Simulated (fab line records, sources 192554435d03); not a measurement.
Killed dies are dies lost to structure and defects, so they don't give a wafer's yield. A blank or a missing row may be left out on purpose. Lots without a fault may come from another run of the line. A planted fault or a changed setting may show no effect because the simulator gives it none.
Chamber matching | flow n5_finfet | N5_HKMG_FIN_ALD_91 on ald_metal-02: 4 sister chambers
The step deposits TiN, target thk 1 nm, pulse time 1 s, purge time 3 s. 4 wafers are shown with their chamber, then 12 later ones without.

WAFERS WITH THEIR CHAMBER
wafer  | chamber | heater_power_w (W)
L094.3 | 2       | 840
L094.4 | 3       | 895
L094.5 | 1       | 884
L094.6 | 0       | 768

WAFERS WITHOUT THEIR CHAMBER
wafer  | heater_power_w (W)
L095.1 | 767
L095.2 | 812
L095.3 | 879
L095.4 | 899
L095.5 | 892
L095.6 | 819
L096.1 | 787
L096.2 | 820
L096.3 | 919
L096.4 | 875
L096.5 | 886
L096.6 | 841

WHICH CHAMBER EACH WENT THROUGH
wafer  | from the rows above          | in truth
L095.1 | 0                            | 0
L095.2 | can't be placed: 2 or 0      | 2
L095.3 | can't be placed: 1 or 3      | 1
L095.4 | can't be placed: 3 or 1      | 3
L095.5 | can't be placed: 3 or 1      | 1
L095.6 | 2                            | 2
L096.1 | 0                            | 0
L096.2 | 2                            | 2
L096.3 | can't be placed: 3 or 1      | 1
L096.4 | can't be placed: 1 or 3 or 2 | 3
L096.5 | can't be placed: 1 or 3      | 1
L096.6 | 2                            | 2
Placed correctly: 5 of 12. Can't be placed from these rows: 7 (the true chamber is among the candidates in 7). Placed wrongly: 0.
How it was worked out, from the rows above alone: a wafer's distance from a chamber is the root of the sum, over the readings, of the square of ((its reading less the chamber's mean) divided by the reading's scatter). The wafer belongs to the nearest chamber; if the next one is less than 2 further off, it can't be placed. A chamber's mean is the mean of its shown wafers. The scatter: with one shown wafer a chamber, the root of the mean of the squares of how far each hidden wafer lies from its nearest shown one.
